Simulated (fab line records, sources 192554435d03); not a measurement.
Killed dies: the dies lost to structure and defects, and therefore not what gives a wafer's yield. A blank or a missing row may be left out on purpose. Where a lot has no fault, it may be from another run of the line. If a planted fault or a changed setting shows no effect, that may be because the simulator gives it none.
What tool caused it?    flow n5Finfet    8 lots with 24 wafers sampled at 4 steps, on a route of 1938 steps

## WHAT THE GAUGES SHOWED, per wafer
N5_FIN_CUT_INSPECT_17: inspects for defects (brightfield).
lot   measured     on                rawDefectCount
L779  day 2 10:29  defectInspect-02  186 126 165
L780  day 2 18:34  defectInspect-01  205 148 124
L782  day 3 04:46  defectInspect-02  478 569 584
L783  day 3 10:34  defectInspect-02  462 467 454
L796  day 6 16:31  defectInspect-01  277 161 177
L798  day 7 03:58  defectInspect-02  178 139 148
L799  day 7 09:46  defectInspect-01  324 228 282
L800  day 7 17:08  defectInspect-02  243 238 251

## WHICH TOOL RAN EACH LOT (tool, then ch and the chambers of the sampled wafers, then the start)
lot   N5_FIN_CUT_ETCH_20                N5_FIN_CUT_PRECLEAN_35            N5_FIN_CUT_STRIP_22
L779  rieDiel-02 ch 0,1, day 2 09:31    vaporEtch-01 ch 0,1, day 2 10:00  rieDiel-06 ch 0,1, day 2 10:19
L780  rieDiel-05 ch 1,2,3, day 2 17:37  vaporEtch-01 ch 0,1, day 2 18:07  rieDiel-02 ch 1,2,3, day 2 18:24
L782  rieDiel-05 ch 1,3, day 3 03:51    vaporEtch-01 ch 0,1, day 3 04:21  rieDiel-05 ch 0,2, day 3 04:37
L783  rieDiel-05 ch 0,2, day 3 09:28    vaporEtch-01 ch 0,1, day 3 10:12  rieDiel-05 ch 0,1,2, day 3 10:24
L796  rieDiel-05 ch 1,2, day 6 15:39    vaporEtch-01 ch 0,1, day 6 16:10  rieDiel-02 ch 0,2,3, day 6 16:21
L798  rieDiel-06 ch 0,1,2, day 7 03:07  vaporEtch-02 ch 0,1, day 7 03:36  rieDiel-02 ch 0,2,3, day 7 03:49
L799  rieDiel-02 ch 0,3, day 7 08:55    vaporEtch-01 ch 0,1, day 7 09:25  rieDiel-06 ch 0,1,2, day 7 09:37
L800  rieDiel-02 ch 1,2,3, day 7 15:58  vaporEtch-01 ch 0,1, day 7 16:46  rieDiel-05 ch 1,2,3, day 7 16:58
- N5_FIN_CUT_ETCH_20: etches SiARC in CF4, target depth 26 nm, time 43.3 s.
- N5_FIN_CUT_PRECLEAN_35: cleans in vHF, time 13.3 s.
- N5_FIN_CUT_STRIP_22: strips in N2/H2.

## THE ANSWER, worked out from the rows above alone
Rule: the usual values come from the lots themselves. Put in order of their means at a reading, lots are off if they are a third of the lots or fewer, leave a main group of 4 or more, and stand apart from it by a gap of 3 or more times the standard deviation of the main group's means; of several such gaps the widest counts. If all means in a main group match to the digits the tables above print for the reading, that group is not used. Also off: a lot with no number at a reading for which 4 or more lots have one. Any other lot the step has rows for is counted as sound.
Off: L782, L783, at N5_FIN_CUT_INSPECT_17 (rawDefectCount). The main group: mean 200, standard deviation 47.
If a tool, at a process step before that reading, ran all the lots that are off and no sound lot after the first of them, it fits. Gauges at N5_FIN_CUT_INSPECT_17: tried the same way as those tools. Not one of the candidates tried fits.

## WHAT THE SIMULATOR HAD INSERTED
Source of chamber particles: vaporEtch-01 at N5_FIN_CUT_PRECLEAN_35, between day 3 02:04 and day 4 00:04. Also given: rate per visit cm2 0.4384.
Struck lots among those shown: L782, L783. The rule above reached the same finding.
